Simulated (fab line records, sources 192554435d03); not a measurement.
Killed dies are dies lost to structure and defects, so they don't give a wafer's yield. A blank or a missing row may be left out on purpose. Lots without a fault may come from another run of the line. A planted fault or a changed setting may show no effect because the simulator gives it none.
Chamber matching | flow n5_finfet | N5_BEOL_M11_ETCH_62 on rie_diel-06: 4 sister chambers
The step etches SOC in N2/H2, target depth 110 nm, overetch 22 nm, time 165 s. 4 wafers are shown with their chamber, then 11 later ones without.

WAFERS WITH THEIR CHAMBER
wafer  | chamber | drypump_motor_current_A (A)
L090.2 | 2       | 5.2
L090.4 | 0       | 4.9
L090.6 | 1       | 5.7
L091.2 | 3       | 5.4

WAFERS WITHOUT THEIR CHAMBER
wafer  | drypump_motor_current_A (A)
L091.5 | 5.4
L091.6 | 4.9
L088.2 | 5.3
L088.3 | 4.9
L088.6 | 5.7
L095.2 | 4.9
L095.5 | 5.4
L095.6 | 5.2
L096.2 | 5.7
L096.5 | 4.9
L096.6 | 5.2

WHICH CHAMBER EACH WENT THROUGH
wafer  | from the rows above     | in truth
L091.5 | 3                       | 3
L091.6 | 0                       | 0
L088.2 | can't be placed: 2 or 3 | 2
L088.3 | 0                       | 0
L088.6 | 1                       | 1
L095.2 | 0                       | 0
L095.5 | 3                       | 3
L095.6 | 2                       | 2
L096.2 | 1                       | 1
L096.5 | 0                       | 0
L096.6 | 2                       | 2
Placed correctly: 10 of 11. Can't be placed from these rows: 1 (the true chamber is among the candidates in 1). Placed wrongly: 0.
How it was worked out, from the rows above alone: a wafer's distance from a chamber is the root of the sum, over the readings, of the square of ((its reading less the chamber's mean) divided by the reading's scatter). The wafer belongs to the nearest chamber; if the next one is less than 2 further off, it can't be placed. A chamber's mean is the mean of its shown wafers. The scatter: with one shown wafer a chamber, the root of the mean of the squares of how far each hidden wafer lies from its nearest shown one.
